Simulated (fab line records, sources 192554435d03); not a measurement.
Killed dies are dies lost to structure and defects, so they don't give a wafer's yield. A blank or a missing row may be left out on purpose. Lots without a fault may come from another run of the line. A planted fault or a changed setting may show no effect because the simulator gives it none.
A struck lot beside a sound one | flow n5_finfet | 36 steps out of a route of 1938
Sound: wafers L183.1, L183.5, L183.6. Struck: wafer L190.3. (L190.1, L190.5 of the same lot were not struck and are left out.) The cause comes at the end.
At each step with rows: each side's tool, then ch and its chambers, then its first start. Under that, the readings that differ: sound wafers | struck wafers | difference of the means | sigmas: that difference in standard deviations of wafers without a fault.
alike: readings whose means differ by less than 2 such deviations, and words and numbers that are the same on both sides. not compared: withheld readings, readings that some wafer has no value for, bounds like >300 that may hide the same value, and numbers for which the record gives no deviation and whose values overlap.
The two part at a step that has a row with sigmas, a row that says differs or no value, or rows on one side only. Numbers that don't overlap but have no deviation are shown without sigmas and don't part them. A reading that every wafer of one side lacks parts them only if that side has two wafers or more.

first, 9 steps without rows for these wafers: N5_SD_EPI_N_DEVELOP_08 (develop time 30 s); N5_SD_EPI_N_DESCUM_14 (chemistry O2, time 7.9 s); N5_SD_EPI_N_ETCH_34 (etches SiARC in CF4, target depth 45.5 nm, time 75.8 s); N5_SD_EPI_N_ETCH_35 (etches SOC in N2/H2, overetch 108 nm, time 486 s); N5_SD_EPI_N_STRIP_36 (strips in N2/H2); N5_SD_EPI_N_ETCHBACK_44 (etches SiNx in CH3F/O2, stops on SiO2, target depth 14.5 nm); N5_SD_EPI_N_ETCH_45 (etches SiOCN in CH3F/O2, target depth 6 nm); N5_SD_EPI_N_ETCH_16 (etches SiO2 in CHF3/O2, target depth 5 nm); N5_SD_EPI_N_STRIP_47 (strips in CHF3/O2).
N5_SD_EPI_N_SD_RECESS_17: chemistry HBr/Cl2/O2, target depth 41 nm, time 23.7 s, bt time 3 s.
  sound on rie_si-04 ch 0,1,2, day 4 16:56; struck on rie_si-04 ch 2, day 6 07:44
  reading                                 | sound             | struck | difference | sigmas
  oes_product_au (a.u.)                   | 1.033 0.997 1.038 | 1.139  | +0.116     | +6
  model.etch.depth_nm (nm)                | 41.65 40.47 41.82 | 56.82  | +15.51     |
  model.SD_EPI_N.feature_depth_nm (nm)    | 41.6 40.4 41.8    | 56.8   | +15.5      |
  model.Si_of_WELL_APT_EPI_41.thk_nm (nm) | 7.2 8.6 7.2       | 4.4    | -3.3       |
  alike: HBr_flow_sccm, drypump_motor_current_A, throttle_valve_pct
  not compared: rf_hours_counter_h
then, 2 steps without rows for these wafers: N5_SD_EPI_N_STRIP_38 (strips in N2/H2); N5_SD_EPI_N_WET_ETCH_43 (etches SiO2 in dHF, time 14 s, target depth 1.5 nm).
N5_SD_EPI_N_STRIP_18: strips in SPM, time 750 s.
  sound on wet_bench-04 ch 5,6,7, day 4 17:08; struck on wet_bench-01 ch 3, day 6 07:56
  reading                                 | sound     | struck | difference | sigmas
  model.Si_of_WELL_APT_EPI_41.thk_nm (nm) | 6.8 8.2 7 | 4      | -3         |
then, 21 steps without rows for these wafers: N5_SD_EPI_N_SRD_20 (time 30 s); N5_SD_EPI_N_PRECLEAN_48 (cleans in NF3:NH3, afs cycles 2, time 20 s, sublimation time 60 s); N5_SD_EPI_N_VAPOR_ETCH_50 (etches Si in HCl, time 54 s); N5_SD_EPI_N_EPI_21 (deposits Si:P, time 690 s); N5_SD_EPI_N_PRECLEAN_24 (cleans in O3/DIW, time 60 s); N5_SD_EPI_N_SRD_25 (time 30 s); N5_SD_EPI_N_PRECLEAN_49 (cleans in NF3:NH3, afs cycles 1, time 20 s, sublimation time 60 s); N5_SD_EPI_N_LINER_46 (material SiNx, target thk 3 nm); N5_SD_EPI_P_COAT_34 (time 60 s, resist thk 350 nm); N5_SD_EPI_P_COAT_35 (time 60 s, resist thk 35 nm); N5_SD_EPI_P_COAT_03 (resist thk 150 nm); N5_SD_EPI_P_EBR_05; N5_SD_EPI_P_SOFTBAKE_04 (time 60 s); N5_SD_EPI_P_EXPOSE_06 (exposes mask SD P BLK, target cd 240 nm); N5_SD_EPI_P_PEB_07 (peb time 60 s); N5_SD_EPI_P_DEVELOP_08 (develop time 30 s); N5_SD_EPI_P_DESCUM_14 (chemistry O2, time 7.9 s); N5_SD_EPI_P_ETCH_36 (etches SiARC in CF4, target depth 45.5 nm, time 75.8 s); N5_SD_EPI_P_ETCH_37 (etches SOC in N2/H2, overetch 108 nm, time 486 s); N5_SD_EPI_P_STRIP_38 (strips in N2/H2); N5_SD_EPI_P_ETCHBACK_46 (etches SiNx in CH3F/O2, stops on SiO2, target depth 17.5 nm).
-- the record jumps here: 5 days lie between the struck wafers' starts before and after (it left off in module SD_EPI_P and takes up again in module BEOL_M4, whose first step shown is number 1111 of the route) --
N5_BEOL_M4_RC_MEAS_101:
  sound on prober-01 ch 0, day 9 05:26; struck on prober-01 ch 0, day 11 10:19
  alike: DIBL_P, IOFF_P, ION_P, SS_P, VT_P
  not compared: CJ_N, DIBL_N, EOT_N, IGATE_N, IOFF_N, IOFF_N_85C, IOFF_N_LIN, IOFF_N_LONG, ION_N, RC_DENSE_N, RC_N, REXT_N, RS_SD_N, SS_N, VT_N, VT_N_LONG, VT_N_LVT
-- the record jumps here: 5 days lie between the struck wafers' starts before and after (it left off in module BEOL_M4 and takes up again in module PASSIVATION, whose first step shown is number 1936 of the route) --
N5_PASSIVATION_PROBE_49:
  sound on prober-01, day 13 11:53; struck on prober-01, day 16 06:27
  reading                | sound          | struck | difference | sigmas
  killed_at_front_end    | 32 37 33       | 72     | +38        | +3
  sort_bin_4_leakage (%) | 0 0 0          | 89.75  | +89.75     | +99 or more
  sort_n_pass            | 1067 1070 1082 | 0      | -1073      | -60
  sort_yield_pct (%)     | 90.4 90.7 91.7 | 0      | -91        | -61
  alike: defect_limited_yield, killed_at_M0_to_M3, killed_at_M4_up, killed_at_contacts, killed_at_other, killed_dies, killed_open, killed_short, sort_bin_5_function, sort_bin_6_memory

WHERE THEY PART
First at N5_SD_EPI_N_SD_RECESS_17; last, within this record, at N5_PASSIVATION_PROBE_49.

WHY: what the simulator had put in
Process parameter drift: rie_si-04, from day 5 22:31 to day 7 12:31, at N5_SD_EPI_N_SD_RECESS_17. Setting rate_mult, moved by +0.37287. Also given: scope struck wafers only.
